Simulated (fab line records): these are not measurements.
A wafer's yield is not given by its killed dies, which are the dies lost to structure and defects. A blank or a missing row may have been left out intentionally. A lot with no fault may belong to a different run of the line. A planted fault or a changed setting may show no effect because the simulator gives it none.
What tool caused it? ; flow n5 finfet ; 9 lots with 27 wafers sampled at 5 steps, on a route of 1938 steps

WHAT THE GAUGES SHOWED, per wafer
N5_BEOL_M2_INSPECT_59: inspects for defects (darkfield).
lot;measured;on;raw defect count
L112;day 7 19:50;defect inspect-02;49 124 66
L114;day 8 01:38;defect inspect-02;83 97 73
L116;day 8 17:28;defect inspect-01;63 44 65
L117;day 8 22:05;defect inspect-02;96 71 97
L119;day 9 18:42;defect inspect-02;55 98 117
L120;day 9 21:49;defect inspect-02;72 52 70
L123;day 10 14:28;defect inspect-02;52 44 88
L124;day 10 21:19;defect inspect-02;80 104 96
L127;day 11 13:50;defect inspect-02;1209 1217 38

WHICH TOOL RAN EACH LOT (tool, then ch and the chambers of the sampled wafers, then the start)
lot;N5_BEOL_M2_SPUTTER_94;N5_BEOL_M2_SPUTTER_96;N5_BEOL_M2_PRE_CLEAN_60;N5_BEOL_M2_PRE_CLEAN_56
L112;pvd sputter-02, day 7 18:33;pvd sputter-02, day 7 18:46;cvd co-01 ch 1,2, day 7 19:35;pecvd-01 ch 0,1,2, day 7 19:43
L114;pvd sputter-01, day 8 00:20;pvd sputter-01, day 8 00:34;cvd co-01 ch 0,1,2, day 8 01:23;pecvd-01 ch 1,2, day 8 01:31
L116;pvd sputter-02, day 8 16:10;pvd sputter-02, day 8 16:23;cvd co-01 ch 0,1, day 8 17:13;pecvd-01 ch 1,2, day 8 17:21
L117;pvd sputter-01, day 8 20:48;pvd sputter-01, day 8 21:01;cvd co-02 ch 0,1,2, day 8 21:50;pecvd-04 ch 1,2, day 8 21:59
L119;pvd sputter-02, day 9 17:22;pvd sputter-02, day 9 17:35;cvd co-02 ch 0,2, day 9 18:25;pecvd-02 ch 0,2, day 9 18:33
L120;pvd sputter-02, day 9 20:11;pvd sputter-02, day 9 20:25;cvd co-01 ch 0,1,2, day 9 21:32;pecvd-02 ch 0,2, day 9 21:40
L123;pvd sputter-02, day 10 12:41;pvd sputter-02, day 10 12:55;cvd co-02 ch 0,1, day 10 14:11;pecvd-04 ch 0,1, day 10 14:19
L124;pvd sputter-03, day 10 19:59;pvd sputter-03, day 10 20:13;cvd co-01 ch 0,1, day 10 21:02;pecvd-04 ch 1,2, day 10 21:10
L127;pvd sputter-02, day 11 12:23;pvd sputter-02, day 11 12:37;cvd co-02 ch 0,1, day 11 13:35;pecvd-04 ch 1,2, day 11 13:43
- N5_BEOL_M2_SPUTTER_94: material Cu, target thk 4.5 nm, time 8.29 s.
- N5_BEOL_M2_SPUTTER_96: material Cu, target thk 4.5 nm, time 8.29 s.
- N5_BEOL_M2_PRE_CLEAN_60: time 15 s.
- N5_BEOL_M2_PRE_CLEAN_56: time 15 s.

THE ANSWER, worked out from the rows above alone
Rule: the usual values come from the lots themselves. Put in order of their means at a reading, lots are off if they are a third of the lots or fewer, leave a main group of 4 or more, and stand apart from it by a gap of 3 or more times the standard deviation of the main group's means; of several such gaps the widest counts. Not used: any main group whose means are identical at the precision the tables above print for the reading. A lot without any number at a reading at which 4 lots or more have one is off too. All remaining lots with rows at the step are treated as sound.
Off, at N5_BEOL_M2_INSPECT_59 on raw defect count: L127. Mean 77 and standard deviation 13 in the main group.
If a tool, at a process step before that reading, ran all the lots that are off and no sound lot after the first of them, it fits. The gauges at N5_BEOL_M2_INSPECT_59 are tried like those tools. Can't be told from this: 4 tools fit, pvd sputter-02 at N5_BEOL_M2_SPUTTER_94 and N5_BEOL_M2_SPUTTER_96, cvd co-02 at N5_BEOL_M2_PRE_CLEAN_60, pecvd-04 at N5_BEOL_M2_PRE_CLEAN_56, defect inspect-02 at N5_BEOL_M2_INSPECT_59.

WHAT THE SIMULATOR HAD PUT IN
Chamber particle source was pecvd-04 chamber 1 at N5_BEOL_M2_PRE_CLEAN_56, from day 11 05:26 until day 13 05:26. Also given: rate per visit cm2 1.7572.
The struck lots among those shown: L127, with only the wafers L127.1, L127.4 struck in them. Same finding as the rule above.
